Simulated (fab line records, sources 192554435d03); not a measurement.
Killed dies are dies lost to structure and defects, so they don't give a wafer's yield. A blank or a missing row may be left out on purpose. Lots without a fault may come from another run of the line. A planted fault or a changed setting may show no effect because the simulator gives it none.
Problem report in the 8D (eight disciplines) form, filled by code | flow n5_finfet | the parts of the form that need people (team, actions taken, sign-off) are left out

1. THE PROBLEM
spin_speed_rpm at N5_BEOL_M11_COAT_59 reads a mean of 1427.7 rpm on 6 wafers of 2 lots; wafers without a fault read 1500.0 rpm with a standard deviation of 0.97. That is -75 standard deviations from the usual mean.
The step: time 60 s, resist thk 100 nm.
First seen on wafer L867.3, day 15 10:33, on litho_track-01. The record holds 12 wafers of 4 lots with a number at this step. Rule for "out", or "out of limits": more than 4 standard deviations from the usual mean. The other wafers with a number count as sound.

2. WHAT IT IS AND WHAT IT IS NOT
question                    | is                     | is not
which readings at this step | spin_speed_rpm         | heater_power_total_W
which lots                  | L867, L870             | L848, L871
which wafers of those lots  | all that have a number | -
read on which tools         | litho_track-01         | litho_track-05
when                        | from day 15 10:33      | up to then (3 sound wafers); but 3 sound wafers of L871 came after

3. SUSPECTS, AND WHAT RULES EACH OUT
Counting: a tool at a process step up to the reading stays a suspect if it ran every lot that is out and no sound lot after the first of them.
- litho_track-01 at N5_BEOL_M11_COAT_59 (time 60 s, resist thk 100 nm): kept. It ran every lot that is out, first L867 (day 15 10:33), and no sound lot after that; its last sound lot up to then is L848 (day 9 11:24). Its own readings are out on those wafers: spin_speed_rpm.
Left after counting: litho_track-01 at N5_BEOL_M11_COAT_59.

4. THE CAUSE (what the simulator had put in)
Process parameter drift: litho_track-01, from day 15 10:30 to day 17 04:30, at N5_BEOL_M11_COAT_59. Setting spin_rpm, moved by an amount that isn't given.
Counting left only this tool.

5. THE CHAIN OF EFFECTS, in route order
Each row: a reading whose mean over the struck wafers that have a number lies more than 3 standard deviations from the usual. Only readings for which the record gives a usual standard deviation are gone through. hours: the time from each lot's start at the first step in this table that gives one to its start at this step, as a median over the lots. sigmas: the change in usual standard deviations.
hours | step                | reading        | usual      | on struck wafers | change | sigmas
0     | N5_BEOL_M11_COAT_59 | spin_speed_rpm | 1500.0 rpm | 1427.7           | -72.3  | -75
The process steps in it:
- N5_BEOL_M11_COAT_59: time 60 s, resist thk 100 nm.

6. WHAT WOULD HAVE CAUGHT IT SOONER
In this record the first reading out of limits was taken at day 15 10:33, 0 hours after the fault began at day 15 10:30.
